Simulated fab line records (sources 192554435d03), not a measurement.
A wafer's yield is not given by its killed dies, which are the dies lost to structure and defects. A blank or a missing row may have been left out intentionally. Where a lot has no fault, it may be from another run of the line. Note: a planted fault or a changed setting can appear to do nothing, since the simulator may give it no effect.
Matching of chambers | flow n5Finfet | N5_GATE_CUT_ETCH_19 on rieDiel-06 has 4 sister chambers
The step etches SiNx in CH3F/O2, target depth 53.7 nm, time 76.7 s. 8 wafers are shown with their chamber, then 10 later ones without.

WAFERS, EACH WITH ITS CHAMBER
wafer  | chamber | throttleValvePct (%) | drypumpMotorCurrentA (A)
L084.1 | 3       | 16.63                | 5.2
L084.2 | 0       | 16.89                | 5.6
L084.3 | 1       | 15.89                | 5.5
L086.1 | 3       | 16.64                | 5.3
L086.2 | 1       | 15.90                | 5.5
L086.4 | 2       | 16.77                | 6.2
L088.1 | 0       | 16.89                | 5.7
L088.3 | 2       | 16.76                | 6.2

WAFERS MISSING THEIR CHAMBER
wafer  | throttleValvePct (%) | drypumpMotorCurrentA (A)
L088.4 | 15.91                | 5.5
L089.1 | 16.67                | 5.2
L089.3 | 15.92                | 5.5
L089.6 | 16.65                | 5.2
L094.1 | 16.67                | 5.2
L094.2 | 15.93                | 5.5
L094.5 | 16.41                | 5.6
L095.2 | 16.40                | 5.6
L095.3 | 16.66                | 5.2
L095.4 | 15.92                | 5.5

EACH ONE'S CHAMBER
wafer  | from the rows above | in truth
L088.4 | 1                   | 1
L089.1 | 3                   | 3
L089.3 | 1                   | 1
L089.6 | 3                   | 3
L094.1 | 3                   | 3
L094.2 | 1                   | 1
L094.5 | 3                   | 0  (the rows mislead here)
L095.2 | 3                   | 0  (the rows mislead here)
L095.3 | 3                   | 3
L095.4 | 1                   | 1
Placed correctly: 8 of 10. Not placeable from these rows: 0. Wrongly placed: 2.
How it was worked out, from the rows above alone: a wafer's distance from a chamber is the root of the sum, over the readings, of the square of ((its reading less the chamber's mean) divided by the reading's scatter). The wafer belongs to the nearest chamber; if the next one is less than 2 further off, it can't be placed. The mean given for a chamber averages the wafers shown for that chamber. The scatter: the root of (the sum of the squares of (reading less its chamber's mean) over the shown wafers, divided by (wafers less chambers)).
